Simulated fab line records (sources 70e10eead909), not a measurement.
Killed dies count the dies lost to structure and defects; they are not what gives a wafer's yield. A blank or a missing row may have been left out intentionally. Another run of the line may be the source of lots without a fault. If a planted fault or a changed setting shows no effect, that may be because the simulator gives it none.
fab line records	flow nand_harc
[record] lots = 5	wafers = 15	last_day = 33
route steps=1302 shown A_BLC@1113 A_M0@1137
lots that met no fault: from a run of the same line without faults
start_h: hours from the record's opening day to when the first of the lot's shown wafers began	wait_h: time in hours since the lot's previous step	" the same as in the row above	L1.1+2: a single row standing in for several wafers	- either no value or no given start	* or withheld: withheld	< > ~ a bound
route shown NAME@n: NAME is a module with steps in the file, n the number in the route of the first one	usual: mean/standard deviation taken from wafers without a fault	same: alike in all rows	chamber/n: place in a boat	sites: each site's reading	_std_site: standard deviation across them	_edge_site: mean of outer sites minus mean of inner sites	radius_mm: how far each site lies from the wafer's centre	mask NAME#n: copy n	behind: the tool/chamber that last shaped the wafer	hold: what put the lot on hold/how long, in hours/how the hold closed	device: transistor that didn't switch, given as n, p or np	end of line: tests of these same wafers at the route's end	for a step that has no rows: nothing shown but its recipe	killed: count of dies lost to structure and defects at first sort (not the wafer's yield)	map: the dies of a wafer, with x for killed, . for not killed, _ for no die there
set.NAME: the setting that was run; set.NAME@STEP: the one run at that earlier step	model.NAME: the simulator's own value behind a step, which no gauge read
lots seen at some steps along the route; tables by step, rows by wafer
services: when a tool's chamber went out of use (start_h, in hours from the record's first day, below 0 if earlier), for how many hours, and the reason
[[steps]]
[step NHARC_A_BLC_EBR_06]
lot.wafer	tool	chamber	start_h	wait_h
L080.3+5+6	litho_track-06	0	-	-
L081.1+4+5	litho_track-06	0	-	-
L085.1+3+4	litho_track-01	0	-	-
L090.2+4+6	litho_track-01	0	-	-
L096.1+3+5	litho_track-06	0	-	-
[step NHARC_A_BLC_EXPOSE_07]
[recipe] na = 1.35	target_cd_nm = 100	dose_mj = 67.97	mask_id = A_BLC
lot.wafer	tool	chamber	start_h	wait_h	mask
L080.3+5+6	arfi_scanner-02	0	577.87	-	A_BLC#0
L081.1+4+5	arfi_scanner-02	0	591.57	-	A_BLC#0
L085.1+3+4	arfi_scanner-01	0	623.65	-	A_BLC#0
L090.2+4+6	arfi_scanner-01	0	675.10	-	A_BLC#0
L096.1+3+5	arfi_scanner-03	0	735.22	-	A_BLC#0
[step NHARC_A_BLC_PEB_08]
[recipe] peb_temp_c = 100	peb_time_s = 65
lot.wafer	tool	chamber	start_h	wait_h
L080.3+5+6	litho_track-04	0	577.92	0.0
L081.1+4+5	litho_track-04	0	591.63	0.1
L085.1+3+4	litho_track-06	0	623.71	0.1
L090.2+4+6	litho_track-04	0	675.16	0.1
L096.1+3+5	litho_track-04	0	735.28	0.1
[step NHARC_A_BLC_DEVELOP_09]
[recipe] develop_time_s = 35	dev_temp_c = 23
lot.wafer	tool	chamber	start_h	wait_h
L080.3+5+6	litho_track-04	0	-	-
L081.1+4+5	litho_track-04	0	-	-
L085.1+3+4	litho_track-06	0	-	-
L090.2+4+6	litho_track-04	0	-	-
L096.1+3+5	litho_track-04	0	-	-
[step NHARC_A_BLC_CD_MEAS_10]
[recipe] target_cd_nm = 100	landing_energy_ev = 500
[usual] cd_nm = 99.8/0.75
lot.wafer	tool	chamber	start_h	wait_h	cd_nm
L080.3	cd_sem-01	0	578.00	-	100.4
L080.5	"	0	"	"	100.2
L080.6	"	0	"	"	98.9
L081.1	cd_sem-01	0	591.71	-	100.1
L081.4	"	0	"	"	99.3
L081.5	"	0	"	"	100.2
L085.1	cd_sem-01	0	623.79	-	99.9
L085.3	"	0	"	"	99.1
L085.4	"	0	"	"	99.5
L090.2	cd_sem-02	0	675.24	-	100.1
L090.4	"	0	"	"	99.8
L090.6	"	0	"	"	100.0
L096.1	cd_sem-01	0	735.36	-	100.3
L096.3	"	0	"	"	100.0
L096.5	"	0	"	"	99.3
[step NHARC_A_BLC_OVL_MEAS_11]
[usual] overlay_x_nm = 0.0/0.74	overlay_y_nm = -0.2/0.8
lot.wafer	tool	chamber	start_h	wait_h	overlay_x_nm	overlay_y_nm
L080.3	overlay-01	-	578.09	-	1.1	-0.7
L080.5	"	-	"	"	1.3	-0.4
L080.6	"	-	"	"	0.9	-0.3
L081.1	overlay-01	-	591.80	-	-0.5	-0.5
L081.4	"	-	"	"	-0.2	-0.4
L081.5	"	-	"	"	-0.5	-1.0
L085.1	overlay-02	-	623.88	-	0.3	0.4
L085.3	"	-	"	"	0.4	0.3
L085.4	"	-	"	"	0.1	0.1
L090.2	overlay-01	-	675.32	-	1.6	-0.4
L090.4	"	-	"	"	1.6	-0.6
L090.6	"	-	"	"	2.0	-0.1
L096.1	overlay-02	-	735.45	-	-0.4	2.0
L096.3	"	-	"	"	-0.9	1.7
L096.5	"	-	"	"	-0.4	1.8
[step NHARC_A_BLC_INSPECT_12]
[usual] raw_defect_count = 79/37
lot.wafer	tool	chamber	start_h	wait_h	raw_defect_count
L080.3	defect_inspect-01	-	578.13	0.0	64
L080.5	"	-	"	"	57
L080.6	"	-	"	"	54
L081.1	defect_inspect-01	-	591.83	0.0	111
L081.4	"	-	"	"	111
L081.5	"	-	"	"	109
L085.1	defect_inspect-02	-	623.91	0.0	42
L085.3	"	-	"	"	41
L085.4	"	-	"	"	41
L090.2	defect_inspect-02	-	675.36	0.0	113
L090.4	"	-	"	"	120
L090.6	"	-	"	"	118
L096.1	defect_inspect-02	-	735.48	0.0	126
L096.3	"	-	"	"	89
L096.5	"	-	"	"	111
[step NHARC_A_BLC_DESCUM_15]
[recipe] time_s = 3	o2_flow_sccm = 200	ar_flow_sccm = 0	bias_power_w = 0	chemistry = O2
[usual] chamber_pressure_mTorr = 59.99/0.06	drypump_motor_current_A = 5.9/0.49	o2_flow_sccm = 200.0/0.62	oes_product_au = 0.999/0.012	rf_vpp_V = 57.6/0.93	showerhead_plenum_p_Torr = 1.89/0.098	throttle_valve_pct = 11.311/0.0091
lot.wafer	tool	chamber	start_h	wait_h	chamber_pressure_mTorr	drypump_motor_current_A	o2_flow_sccm	oes_product_au	rf_hours_counter_h	rf_vpp_V	showerhead_plenum_p_Torr	throttle_valve_pct
L080.3	rie_diel-04	1	578.19	0.1	60.02	5.7	199.6	1.015	2	57.5	2.05	11.309
L080.5	"	0	"	"	59.93	4.9	200.3	1.000	-	57.8	1.85	11.315
L080.6	"	1	"	"	60.09	5.7	199.9	1.011	-	59.9	2.05	11.308
L081.1	rie_diel-04	0	591.89	0.1	60.03	4.9	199.7	1.002	3	57.6	1.85	11.309
L081.4	"	3	"	"	60.07	6.1	199.8	1.000	3	56.3	1.81	11.322
L081.5	"	0	"	"	60.11	4.9	199.9	1.005	-	57.0	1.85	11.316
L085.3	rie_diel-11	0	623.97	0.1	60.08	6.6	199.3	0.974	0	57.1	1.83	11.307
L085.1	"	1	"	"	60.04	5.8	200.6	0.993	0	57.4	1.78	11.308
L085.4	"	2	"	"	59.95	6.4	200.5	1.012	0	56.6	1.94	11.318
L090.4	rie_diel-11	1	675.42	0.1	60.08	5.8	199.1	0.995	5	56.2	1.78	11.301
L090.2	"	2	"	"	60.06	6.4	200.7	0.992	6	58.3	1.93	11.302
L090.6	"	1	"	"	60.02	5.8	199.2	0.996	-	56.6	1.78	11.303
L096.1	rie_diel-11	1	735.55	0.1	59.99	5.8	199.3	0.983	10	57.9	1.78	11.308
L096.3	"	3	"	"	60.00	5.7	199.6	0.998	10	58.1	2.04	11.316
L096.5	"	2	"	"	60.04	6.4	199.5	0.994	-	57.8	1.93	11.314
[step NHARC_A_BLC_ETCH_16]
[recipe] target_depth_a = 390	over_etch_frac = 0.3	time_s = 65	ion_energy_ev = 80	cf4_flow_sccm = 150	ar_flow_sccm = 0	rf_w = 300	bias_w = 100	chemistry = CF4
[usual] bias_w = 100.00/0.3	chamber_pressure_mTorr = 50.00/0.051	drypump_motor_current_A = 5.9/0.47	oes_product_au = 0.999/0.013	rf_vpp_V = 151.0/1.4	showerhead_plenum_p_Torr = 1.76/0.086	throttle_valve_pct = 13.284/0.0095
lot.wafer	tool	chamber	start_h	wait_h	bias_w	chamber_pressure_mTorr	drypump_motor_current_A	oes_product_au	rf_hours_counter_h	rf_vpp_V	showerhead_plenum_p_Torr	throttle_valve_pct
L080.3	rie_diel-04	1	578.29	0.1	100.39	49.98	5.7	1.013	2	153.1	1.89	13.291
L080.5	"	2	"	"	99.88	49.93	5.9	0.986	-	150.3	1.69	13.284
L080.6	"	3	"	"	99.80	49.96	6.1	0.993	-	149.7	1.68	13.280
L081.4	rie_diel-04	2	591.98	0.1	100.06	49.95	5.9	0.997	3	150.0	1.69	13.284
L081.1	"	3	"	"	100.32	49.94	6.1	0.982	3	150.4	1.68	13.262
L081.5	"	3	"	"	100.14	50.00	6.1	0.990	-	149.6	1.68	13.283
L085.1	rie_diel-11	2	624.06	0.1	100.04	49.98	6.4	1.018	0	151.5	1.79	13.292
L085.3	"	3	"	"	100.42	50.01	5.7	0.984	0	152.0	1.88	13.287
L085.4	"	0	"	"	100.20	50.00	6.6	0.976	0	152.0	1.70	13.295
L090.4	rie_diel-11	2	675.51	0.1	100.43	50.04	6.4	0.997	6	150.8	1.79	13.304
L090.2	"	1	"	"	99.98	50.02	5.8	0.991	5	149.9	1.65	13.289
L090.6	"	3	"	"	100.62	49.95	5.7	1.001	-	152.0	1.87	13.281
L096.1	rie_diel-11	2	735.63	0.1	99.79	49.97	6.4	0.997	11	152.6	1.79	13.269
L096.3	"	0	"	"	100.00	50.04	6.6	0.972	10	150.2	1.70	13.287
L096.5	"	2	"	"	99.69	50.04	6.4	1.012	-	151.0	1.79	13.275
[step NHARC_A_BLC_ETCH_17]
[recipe] target_depth_a = 3900	over_etch_frac = 0.25	time_s = 609.38	ion_energy_ev = 200	n2_flow_sccm = 150	h2_flow_sccm = 150	ar_flow_sccm = 0	rf_w = 400	bias_w = 150	chemistry = N2/H2
[usual] bias_w = 150.0/0.41	chamber_pressure_mTorr = 29.999/0.029	drypump_motor_current_A = 5.9/0.46	oes_product_au = 0.996/0.012	rf_vpp_V = 430/3.1	showerhead_plenum_p_Torr = 2.02/0.11	throttle_valve_pct = 14.171/0.0082
lot.wafer	tool	chamber	start_h	wait_h	bias_w	chamber_pressure_mTorr	drypump_motor_current_A	oes_product_au	rf_hours_counter_h	rf_vpp_V	showerhead_plenum_p_Torr	throttle_valve_pct
L080.3	rie_diel-04	1	-	-	150.6	30.027	5.7	1.011	2	435	2.19	14.168
L080.5	"	2	"	"	150.2	29.986	5.9	0.986	-	428	1.93	14.154
L080.6	"	3	"	"	149.9	30.001	6.1	0.998	-	427	1.92	14.174
L081.4	rie_diel-04	1	-	-	150.4	29.989	5.7	1.019	3	435	2.19	14.170
L081.1	"	2	"	"	150.4	30.038	5.9	0.999	4	428	1.93	14.176
L081.5	"	2	"	"	150.5	30.008	6.0	0.997	-	428	1.93	14.175
L085.1	rie_diel-11	2	-	-	150.0	30.038	6.4	0.995	0	432	2.06	14.185
L085.3	"	3	"	"	149.9	29.974	5.7	0.998	0	434	2.18	14.164
L085.4	"	1	"	"	149.7	29.970	5.8	0.990	0	427	1.90	14.168
L090.4	rie_diel-11	0	-	-	149.8	30.013	6.6	0.969	5	429	1.95	14.181
L090.2	"	1	"	"	150.1	29.981	5.8	0.993	6	427	1.89	14.163
L090.6	"	0	"	"	150.1	29.978	6.6	0.977	-	427	1.95	14.166
L096.1	rie_diel-11	3	-	-	149.4	29.941	5.7	0.999	10	433	2.17	14.168
L096.3	"	0	"	"	150.0	30.008	6.6	0.973	10	427	1.95	14.173
L096.5	"	3	"	"	149.9	30.000	5.6	0.995	-	434	2.17	14.168
[step NHARC_A_BLC_ETCH_18]
[recipe] target_depth_a = 9100	c4f8_flow_sccm = 20	o2_flow_sccm = 10	ar_flow_sccm = withheld	rf_w = 600	bias_w = 1500	chemistry = C4F8/O2/Ar
[usual] bias_w = 1500/4.5	chamber_pressure_mTorr = 24.999/0.023	oes_product_au = 0.954/0.022	rf_vpp_V = 977/6.8
lot.wafer	tool	chamber	start_h	wait_h	bias_w	chamber_pressure_mTorr	oes_product_au	rf_hours_counter_h	rf_vpp_V
L080.3	rie_diel-04	1	-	-	1501	25.011	0.972	2	989
L080.6	"	2	"	"	1490	25.025	0.958	-	970
L080.5	"	3	"	"	1503	24.957	0.977	-	971
L081.4	rie_diel-04	2	-	-	1505	24.969	0.932	4	971
L081.1	"	0	"	"	1496	25.005	0.931	3	975
L081.5	"	2	"	"	1503	25.016	0.920	-	973
L085.3	rie_diel-11	0	-	-	1500	25.006	0.946	0	972
L085.4	"	1	"	"	1494	25.009	0.970	0	968
L085.1	"	2	"	"	1497	25.025	0.994	1	979
L090.2	rie_diel-11	3	-	-	1501	25.009	0.967	5	986
L090.4	"	1	"	"	1498	25.029	0.947	6	970
L090.6	"	3	"	"	1499	24.982	0.972	-	987
L096.3	rie_diel-11	2	-	-	1504	24.971	0.926	11	980
L096.1	"	3	"	"	1502	25.017	0.921	11	985
L096.5	"	2	"	"	1506	25.023	0.925	-	979
[step NHARC_A_BLC_CD_MEAS_19]
[usual] cd_nm = 99.5/2.9
lot.wafer	tool	chamber	start_h	wait_h	cd_nm
L080.3	cd_sem-02	-	579.16	-	98.8
L080.5	"	-	"	"	99.7
L080.6	"	-	"	"	103.8
L081.1	cd_sem-01	-	592.86	-	98.4
L081.4	"	-	"	"	100.1
L081.5	"	-	"	"	102.1
L085.1	cd_sem-03	-	624.95	-	97.4
L085.3	"	-	"	"	103.6
L085.4	"	-	"	"	101.3
L090.2	cd_sem-02	-	676.39	-	103.9
L090.4	"	-	"	"	100.5
L090.6	"	-	"	"	102.8
L096.1	cd_sem-01	-	736.51	-	104.2
L096.3	"	-	"	"	99.5
L096.5	"	-	"	"	102.3
[step NHARC_A_BLC_STRIP_29]
[recipe] cf4_flow_sccm = 150	ar_flow_sccm = 0	bias_w = 0	chemistry = CF4
[usual] chamber_pressure_mTorr = 50.00/0.045	drypump_motor_current_A = 5.8/0.47	oes_product_au = 0.996/0.012	rf_vpp_V = 59.3/0.89	showerhead_plenum_p_Torr = 1.75/0.088	throttle_valve_pct = 13.283/0.0089
[same] bias_w = 0
lot.wafer	tool	chamber	start_h	wait_h	chamber_pressure_mTorr	drypump_motor_current_A	oes_product_au	rf_hours_counter_h	rf_vpp_V	showerhead_plenum_p_Torr	throttle_valve_pct
L080.3	rie_diel-11	1	579.24	0.1	50.06	5.8	0.971	14	59.0	1.66	13.290
L080.6	"	0	"	"	49.99	6.6	0.987	-	59.7	1.70	13.269
L080.5	"	1	"	"	50.07	5.8	0.973	-	58.9	1.66	13.283
L081.4	rie_diel-11	0	592.95	0.1	50.01	6.6	0.980	14	57.9	1.70	13.293
L081.1	"	2	"	"	50.00	6.4	1.001	16	59.0	1.79	13.288
L081.5	"	3	"	"	50.00	5.6	0.995	-	59.6	1.88	13.296
L085.3	rie_diel-04	0	625.02	0.1	50.03	4.9	1.003	5	59.4	1.72	13.296
L085.1	"	1	"	"	50.02	5.7	1.020	6	60.0	1.89	13.279
L085.4	"	2	"	"	49.96	6.0	0.970	6	58.7	1.69	13.288
L090.2	rie_diel-04	1	676.47	0.1	50.04	5.7	1.022	10	60.5	1.88	13.282
L090.4	"	3	"	"	49.93	6.1	0.993	9	59.2	1.68	13.285
L090.6	"	1	"	"	49.90	5.7	1.019	-	60.6	1.89	13.282
L096.1	rie_diel-04	1	736.61	0.1	49.98	5.7	1.002	2	61.6	1.88	13.272
L096.3	"	3	"	"	50.04	6.1	1.002	-	57.3	1.68	13.280
L096.5	"	1	"	"	50.02	5.7	1.003	-	60.4	1.88	13.296
[step NHARC_A_BLC_STRIP_21]
[recipe] o2_flow_sccm = 500	ar_flow_sccm = 0	bias_w = 0	chemistry = O2
[usual] chamber_pressure_mTorr = 60.00/0.057	drypump_motor_current_A = 5.8/0.48	o2_flow_sccm = 500.1/1.4	oes_product_au = 0.998/0.011	rf_vpp_V = 57.8/0.9	showerhead_plenum_p_Torr = 3.48/0.17	throttle_valve_pct = 17.036/0.0099
[same] bias_w = 0
lot.wafer	tool	chamber	start_h	wait_h	chamber_pressure_mTorr	drypump_motor_current_A	o2_flow_sccm	oes_product_au	rf_hours_counter_h	rf_vpp_V	showerhead_plenum_p_Torr	throttle_valve_pct
L080.3	rie_diel-11	1	579.34	0.1	60.01	5.8	500.9	0.966	14	57.7	3.30	17.028
L080.6	"	0	"	"	59.93	6.6	498.9	0.996	-	57.9	3.39	17.020
L080.5	"	1	"	"	60.03	5.8	498.6	0.974	-	56.7	3.30	17.041
L081.4	rie_diel-11	0	593.04	0.1	60.04	6.6	499.4	0.985	14	56.6	3.39	17.034
L081.1	"	1	"	"	60.03	5.8	501.5	0.988	15	56.8	3.30	17.038
L081.5	"	0	"	"	60.00	6.6	501.2	0.986	-	58.4	3.39	17.020
L085.1	rie_diel-04	3	625.14	0.1	59.97	6.1	500.6	0.987	5	59.5	3.34	17.054
L085.4	"	0	"	"	59.93	4.9	500.3	1.004	5	58.7	3.42	17.040
L085.3	"	1	"	"	59.92	5.7	496.1	1.009	6	58.2	3.76	17.038
L090.4	rie_diel-04	3	676.57	0.1	60.03	6.1	500.0	0.996	9	57.0	3.34	17.046
L090.2	"	0	"	"	59.97	4.9	498.7	1.009	10	56.5	3.42	17.035
L090.6	"	3	"	"	60.02	6.1	499.7	0.993	-	58.6	3.34	17.037
L096.1	rie_diel-04	1	736.77	0.1	60.01	5.7	501.4	0.985	2	57.3	3.76	17.049
L096.3	"	1	"	"	59.90	5.7	500.7	1.002	-	58.4	3.76	17.052
L096.5	"	1	"	"	60.04	5.7	501.7	1.000	-	58.0	3.76	17.044
[step NHARC_A_BLC_STRIP_22]
[recipe] time_s = 600	temp_c = 30	chemistry = post_etch_residue_remover
lot.wafer	tool	chamber	start_h	wait_h
L080.3+6+5	wet_bench-06	7,0,3	579.49	-
L081.4+1+5	wet_bench-06	5,6,1	593.19	-
L085.3+4+1	wet_bench-06	7,0,2	625.29	-
L090.6+4+2	wet_bench-05	4,6,0	676.72	-
L096.3+1+5	wet_bench-05	1,2,3	736.97	0.1
[step NHARC_A_BLC_DEGAS_30]
[recipe] temp_c = 300	time_s = 60
[usual] heater_power_w = 449/55
lot.wafer	tool	chamber	start_h	wait_h	heater_power_w
L080.3	pvd_sputter-01	-	579.78	-	481
L080.5	"	-	"	"	457
L080.6	"	-	"	"	407
L081.4	pvd_sputter-01	-	593.47	-	450
L081.1	"	-	"	"	353
L081.5	"	-	"	"	477
L085.1	pvd_sputter-01	-	625.55	-	363
L085.4	"	-	"	"	455
L085.3	"	-	"	"	404
L090.2	pvd_sputter-02	-	677.01	-	389
L090.4	"	-	"	"	442
L090.6	"	-	"	"	484
L096.1	pvd_sputter-01	-	737.25	-	403
L096.3	"	-	"	"	360
L096.5	"	-	"	"	399
[step NHARC_A_BLC_PRE_CLEAN_31]
[recipe] time_s = 15	bias_v = 250	gas = Ar
lot.wafer	tool	chamber	start_h	wait_h
L080.3+6+5	pvd_sputter-01	-	-	-
L081.4+1+5	pvd_sputter-01	-	-	-
L085.1+3+4	pvd_sputter-01	-	-	-
L090.4+2+6	pvd_sputter-02	-	-	-
L096.1+3+5	pvd_sputter-01	-	-	-
[step NHARC_A_BLC_PVD_32]
[recipe] target_thk_a = 50	chamber_pressure_pa = 5	power_w = 5000	substrate_temp_c = 200	time_s = 17.7	material = Ti
[usual] throttle_valve_pct = 29.5/0.93
lot.wafer	tool	chamber	start_h	wait_h	throttle_valve_pct
L080.3	pvd_sputter-01	-	-	-	29.4
L080.5	"	-	"	"	27.9
L080.6	"	-	"	"	30.6
L081.4	pvd_sputter-01	-	-	-	29.4
L081.1	"	-	"	"	29.0
L081.5	"	-	"	"	30.6
L085.3	pvd_sputter-01	-	-	-	29.5
L085.4	"	-	"	"	28.9
L085.1	"	-	"	"	28.3
L090.2	pvd_sputter-02	-	-	-	31.0
L090.4	"	-	"	"	29.4
L090.6	"	-	"	"	29.4
L096.3	pvd_sputter-01	-	-	-	29.2
L096.1	"	-	"	"	28.3
L096.5	"	-	"	"	28.7
[step NHARC_A_BLC_ALD_23]
[recipe] target_thk_a = 30	pulse_time_s = 1	ald_cycles = 150	temp_c = 450	material = TiN
[usual] heater_power_w = 1082/120	precursor_pulse_height_rel = 0.999/0.02
lot.wafer	tool	chamber	start_h	wait_h	heater_power_w	precursor_pulse_height_rel	since_wet_clean_h
L080.3	ald_metal-04	1	580.02	-	996	0.991	96
L080.6	"	1	"	"	1006	1.014	-
L080.5	"	3	"	"	1153	1.015	-
L081.4	ald_metal-02	3	593.72	-	911	1.014	152
L081.1	"	1	"	"	1135	0.984	152
L081.5	"	0	"	"	1047	0.967	-
L085.4	ald_metal-02	1	625.79	-	1103	1.028	6
L085.1	"	2	"	"	1047	1.013	6
L085.3	"	0	"	"	1044	0.986	6
L090.2	ald_metal-01	0	677.23	-	1157	1.007	141
L090.4	"	2	"	"	1194	1.003	141
L090.6	"	0	"	"	1193	0.993	-
L096.3	ald_metal-02	3	737.49	-	978	0.985	118
L096.1	"	1	"	"	1068	0.976	118
L096.5	"	0	"	"	1059	0.964	-
[step NHARC_A_BLC_CVD_24]
[recipe] target_thk_a = 1500	temp_c = 300	pressure_torr = 40	wf6_flow_sccm = 40	h2_flow_sccm = 1600	ar_flow_sccm = 1560	time_s = 434	material = W
[usual] heater_power_w = 455/13	throttle_valve_pct = 7.8/0.34
lot.wafer	tool	chamber	start_h	wait_h	heater_power_w	since_wet_clean_h	throttle_valve_pct
L080.3	cvd_w-02	0	-	-	452	-	8.0
L080.6	"	1	"	"	456	-	7.4
L080.5	"	0	"	"	460	-	7.8
L081.1	cvd_w-02	1	-	-	459	131	7.5
L081.4	"	1	"	"	467	-	7.6
L081.5	"	1	"	"	455	-	7.6
L085.1	cvd_w-01	0	-	-	443	66	8.2
L085.4	"	0	"	"	455	-	8.4
L085.3	"	1	"	"	440	-	7.9
L090.2	cvd_w-02	0	-	-	480	33	7.9
L090.4	"	0	"	"	461	-	8.0
L090.6	"	0	"	"	474	-	7.8
L096.1	cvd_w-02	1	-	-	455	94	7.2
L096.3	"	0	"	"	477	-	8.3
L096.5	"	0	"	"	466	-	7.7
[step NHARC_A_BLC_CMP_25]
[recipe] t_overpolish_s = 30	target_thk_nm = 150
[usual] motor_current_A = 12.2/1.4	overpolish_run_s = 30.000/0.0084	retaining_ring_pressure_frac = 1.000/0.0053	time_to_endpoint_s = 29.7/2.6
lot.wafer	tool	chamber	start_h	wait_h	motor_current_A	overpolish_run_s	retaining_ring_pressure_frac	time_to_endpoint_s
L080.3	cmp-03	1	580.84	0.3	11.4	30.014	0.999	28.5
L080.6	"	2	"	"	11.1	29.997	0.990	25.9
L080.5	"	3	"	"	13.6	29.995	0.992	29.0
L081.4	cmp-03	0	594.45	0.3	10.4	30.012	0.995	31.1
L081.1	"	3	"	"	13.6	30.006	0.988	30.9
L081.5	"	1	"	"	11.6	29.984	1.006	28.8
L085.3	cmp-03	1	626.52	0.2	11.4	29.988	0.997	30.3
L085.4	"	3	"	"	13.8	30.005	0.998	30.6
L085.1	"	0	"	"	9.9	30.012	1.000	29.8
L090.4	cmp-02	0	678.02	0.4	11.3	29.999	1.005	35.9
L090.2	"	1	"	"	13.1	29.999	0.998	29.7
L090.6	"	2	"	"	11.3	30.006	1.007	30.7
L096.3	cmp-03	0	738.25	0.3	10.6	29.999	0.996	30.7
L096.1	"	2	"	"	11.4	30.001	1.008	23.9
L096.5	"	0	"	"	10.5	30.004	1.006	33.1
[step NHARC_A_BLC_SRD_27]
lot.wafer	tool	chamber	start_h	wait_h
L080.3+6+5	wet_bench-06	0,2,3	581.10	0.0
L081.5+4+1	wet_bench-06	3,4,5	594.77	0.0
L085.3+1+4	wet_bench-04	5,0,1	626.85	0.0
L090.6+4+2	wet_bench-04	2,3,4	678.29	0.0
L096.1+3+5	wet_bench-04	0,2,3	738.55	0.0
[step NHARC_A_BLC_INSPECT_28]
[usual] raw_defect_count = 506/130
lot.wafer	tool	chamber	start_h	wait_h	raw_defect_count
L080.3	defect_inspect-02	-	581.17	0.1	391
L080.5	"	-	"	"	387
L080.6	"	-	"	"	413
L081.1	defect_inspect-01	-	594.85	0.1	784
L081.4	"	-	"	"	550
L081.5	"	-	"	"	1058
L085.1	defect_inspect-01	-	626.93	0.1	411
L085.3	"	-	"	"	485
L085.4	"	-	"	"	430
L090.2	defect_inspect-01	-	678.37	0.1	584
L090.4	"	-	"	"	758
L090.6	"	-	"	"	541
L096.1	defect_inspect-01	-	738.63	0.1	644
L096.3	"	-	"	"	629
L096.5	"	-	"	"	536
[step NHARC_A_M0_DEP_00]
[recipe] target_thk_a = 1500	target_thk_nm = 150	temp_c = withheld	pressure_torr = 5	flow_sccm = 200	rf_w = 600	material = SiOC
lot.wafer	tool	chamber	start_h	wait_h	since_wet_clean_h
L080.3	pecvd-02	2	581.24	0.1	160
L080.5	"	2	"	"	-
L080.6	"	0	"	"	-
L081.1	pecvd-01	0	595.01	0.2	89
L081.4	"	1	"	"	-
L081.5	"	0	"	"	-
L085.3	pecvd-01	2	626.99	0.1	121
L085.1	"	0	"	"	121
L085.4	"	2	"	"	-
L090.2	pecvd-02	2	678.44	0.1	76
L090.6	"	2	"	"	-
L090.4	"	0	"	"	-
L096.1	pecvd-02	0	738.74	0.1	136
L096.3	"	1	"	"	136
L096.5	"	2	"	"	-
[step NHARC_A_M0_DEHYDRATE_01]
[recipe] temp_c = 150	time_s = 120
lot.wafer	tool	chamber	start_h	wait_h
L080.3+5+6	litho_track-06	0	581.64	-
L081.1+4+5	litho_track-04	0	595.32	-
L085.1+3+4	litho_track-04	0	627.40	-
L090.2+4+6	litho_track-01	0	678.84	-
L096.1+3+5	litho_track-01	0	739.10	-
[step NHARC_A_M0_HMDS_02]
[recipe] time_s = 30
lot.wafer	tool	chamber	start_h	wait_h
L080.3+5+6	litho_track-06	0	-	-
L081.1+4+5	litho_track-04	0	-	-
L085.1+3+4	litho_track-04	0	-	-
L090.2+4+6	litho_track-01	0	-	-
L096.1+3+5	litho_track-01	0	-	-
[step NHARC_A_M0_COAT_33]
[recipe] temp_c = 200	time_s = 65
lot.wafer	tool	chamber	start_h	wait_h
L080.3+5+6	litho_track-06	0	-	-
L081.1+4+5	litho_track-04	0	-	-
L085.1+3+4	litho_track-04	0	-	-
L090.2+4+6	litho_track-01	0	-	-
L096.1+3+5	litho_track-01	0	-	-
[step NHARC_A_M0_COAT_03]
[recipe] spin_rpm = 1500	resist_thk_nm = 90
[usual] dispense_pressure_kPa = 48.5/0.61
lot.wafer	tool	chamber	start_h	wait_h	dispense_pressure_kPa
L080.3	litho_track-06	0	-	-	47.7
L080.5	"	0	"	"	47.6
L080.6	"	0	"	"	47.7
L081.1	litho_track-04	0	-	-	47.9
L081.4	"	0	"	"	47.9
L081.5	"	0	"	"	47.9
L085.1	litho_track-04	0	-	-	47.9
L085.3	"	0	"	"	47.9
L085.4	"	0	"	"	47.9
L090.2	litho_track-01	0	-	-	49.1
L090.4	"	0	"	"	49.0
L090.6	"	0	"	"	49.1
L096.1	litho_track-01	0	-	-	49.0
L096.3	"	0	"	"	49.0
L096.5	"	0	"	"	49.1
[step NHARC_A_M0_SOFTBAKE_04]
[recipe] temp_c = 105	time_s = 55
lot.wafer	tool	chamber	start_h	wait_h
L080.3+5+6	litho_track-06	0	-	-
L081.1+4+5	litho_track-04	0	-	-
L085.1+3+4	litho_track-04	0	-	-
L090.2+4+6	litho_track-01	0	-	-
L096.1+3+5	litho_track-01	0	-	-
[step NHARC_A_M0_EBR_05]
lot.wafer	tool	chamber	start_h	wait_h
L080.3+5+6	litho_track-06	0	-	-
L081.1+4+5	litho_track-04	0	-	-
L085.1+3+4	litho_track-04	0	-	-
L090.2+4+6	litho_track-01	0	-	-
L096.1+3+5	litho_track-01	0	-	-
[step NHARC_A_M0_EXPOSE_06]
[recipe] na = 1.35	target_cd_nm = 80	dose_mj = 83.25	mask_id = A_M0
lot.wafer	tool	chamber	start_h	wait_h	mask
L080.3+5+6	arfi_scanner-02	0	581.81	-	A_M0#0
L081.1+4+5	arfi_scanner-01	0	595.49	-	A_M0#0
L085.1+3+4	arfi_scanner-02	0	627.56	-	A_M0#0
L090.2+4+6	arfi_scanner-02	0	679.13	-	A_M0#0
L096.1+3+5	arfi_scanner-01	0	739.39	-	A_M0#0
[step NHARC_A_M0_PEB_07]
[recipe] peb_temp_c = 100	peb_time_s = 65
lot.wafer	tool	chamber	start_h	wait_h
L080.3+5+6	litho_track-01	0	581.87	0.0
L081.1+4+5	litho_track-01	0	595.55	0.1
L085.1+3+4	litho_track-06	0	627.62	0.1
L090.2+4+6	litho_track-04	0	679.19	0.1
L096.1+3+5	litho_track-06	0	739.45	0.1
[step NHARC_A_M0_DEVELOP_08]
[recipe] develop_time_s = 35	dev_temp_c = 23
lot.wafer	tool	chamber	start_h	wait_h
L080.3+5+6	litho_track-01	0	-	-
L081.1+4+5	litho_track-01	0	-	-
L085.1+3+4	litho_track-06	0	-	-
L090.2+4+6	litho_track-04	0	-	-
L096.1+3+5	litho_track-06	0	-	-
[[services]]
tool	chamber	start_h	hours	kind
cmp-03	-	554.15	4.0	pm
pvd_sputter-01	-	582.08	10.0	pm
rie_diel-11	0	583.12	2.5	repair
rie_diel-04	3	593.63	9.0	repair
arfi_scanner-01	-	596.00	4.0	pm
pvd_sputter-01	-	599.27	1.2	repair
wet_bench-06	-	604.59	3.8	repair
rie_diel-11	-	609.50	9.0	pm
pvd_sputter-01	-	622.01	3.0	repair
cvd_w-02	-	631.00	13.0	pm
arfi_scanner-02	-	633.22	0.5	repair
rie_diel-04	0	636.12	1.2	repair
rie_diel-04	1	640.51	11.2	repair
cmp-03	-	652.15	4.0	pm
arfi_scanner-02	-	656.00	4.0	pm
pvd_sputter-01	-	670.17	4.5	repair
litho_track-01	-	680.00	7.0	pm
rie_diel-04	1	682.10	4.4	repair
litho_track-06	-	704.00	7.0	pm
rie_diel-04	-	708.95	9.0	pm
wet_bench-06	-	721.60	8.0	pm
litho_track-04	-	728.00	7.0	pm
rie_diel-04	0	729.07	9.3	repair
rie_diel-04	2	735.91	5.1	repair
[[key]]
fault none
